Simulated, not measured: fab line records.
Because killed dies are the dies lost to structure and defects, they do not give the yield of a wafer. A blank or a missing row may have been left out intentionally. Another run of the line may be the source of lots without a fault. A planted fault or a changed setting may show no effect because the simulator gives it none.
Comparing a struck lot with a sound one || flow n5_finfet || 15 steps out of a route of 1938
Sound: wafers L271.3, L271.5, L271.6. Struck: wafers L264.1, L264.4, L264.6. The cause is named last.
Per side, at each step with rows, come the tool, then ch with its chambers, and then its first start. Under that, the readings that differ: sound wafers || struck wafers || difference of the means || sigmas: that difference in standard deviations of wafers without a fault.
alike: readings whose means differ by less than 2 such deviations, and words and numbers that are the same on both sides. not compared: withheld readings, readings that some wafer has no value for, bounds like >300 that may hide the same value, and numbers for which the record gives no deviation and whose values overlap.
The two part at a step that has a row with sigmas, a row that says differs or no value, or rows on one side only. Numbers that have no deviation but don't overlap get no sigmas and don't part them. Lack of a reading on every wafer of one side parts them only where that side has two or more wafers.

N5_BEOL_M8_CURE_75: cures SiCOH lowk, time 120 s.
  sound on uv_cure-01 ch 1, day 11 18:43; struck on uv_cure-03 ch 2, day 10 00:57
  alike: lamp_power_pct, wafer_temp_C_max
then, 1 step without rows for these wafers: N5_BEOL_M8_DEGAS_44 (time 60 s).
N5_BEOL_M8_PRE_CLEAN_45: time 30 s.
  sound: pvd_sputter-02 at day 11 19:28; struck: pvd_sputter-02 at day 10 01:42
  alike: heater_power_w, susceptor_temp_C
N5_BEOL_M8_ALD_77: deposits TaN, target thk 2 nm, pulse time 2 s, purge time 3 s.
  sound on ald_metal-02 ch 0,1, day 11 19:38; struck on ald_metal-03 ch 0,3, day 10 01:46
  alike: heater_power_w, susceptor_temp_C
N5_BEOL_M8_SURFACE_TREAT_79:
  sound: pvd_sputter-01 at day 11 20:03; struck: pvd_sputter-02 at day 10 02:04
  not compared: throttle_valve_pct
then, 4 steps without rows for these wafers: N5_BEOL_M8_CVD_78 (deposits Co from CCTBA/H2, target thk 2 nm, time 142.3 s); N5_BEOL_M8_SPUTTER_48 (material Cu, target thk 10 nm, time 1.667 s); N5_BEOL_M8_ECD_50 (material Cu, target thk 300 nm); N5_BEOL_M8_ANNEAL_51 (time 90 s).
N5_BEOL_M8_CMP_52: polishes, stops on SiCOH lowk, t overpolish 6.9 s, target thk 80 nm.
  sound on cmp-03 ch 0,3, day 11 21:09; struck on cmp-02 ch 2,3, day 10 02:53
  alike: barrier_field_endpoint_s, motor_current_A, overpolish_run_s, slurry_flow_ml_min, time_to_endpoint_s
  not compared: pad_life_wafers
N5_BEOL_M8_THK_MEAS_53: measures by xrf.
  sound: film_metro-02 at day 11 21:25; struck: film_metro-01 at day 10 03:11
  alike: M8_THK
then, 1 step without rows for these wafers: N5_BEOL_M8_PRE_CLEAN_55 (time 15 s).
N5_BEOL_M8_DEP_56: deposits SiCN from 3MS/NH3, target thk 10 nm, time 17.5 s.
  sound on pecvd-04 ch 0,1,2, day 11 21:28; struck on pecvd-02 ch 0,1, day 10 03:29
  alike: showerhead_plenum_p_Torr, throttle_valve_pct
N5_BEOL_M8_RS_MEAS_57: measurement is done with a four-point probe.
  sound: film_metro-01 at day 11 21:32; struck: film_metro-01 at day 10 03:35
  alike: M8_RS
following that, these wafers have no rows for 1 step: N5_PASSIVATION_PROBE_49.

== WHERE THEY PART ==
Nowhere in this record.

WHY: what had been put in by the simulator
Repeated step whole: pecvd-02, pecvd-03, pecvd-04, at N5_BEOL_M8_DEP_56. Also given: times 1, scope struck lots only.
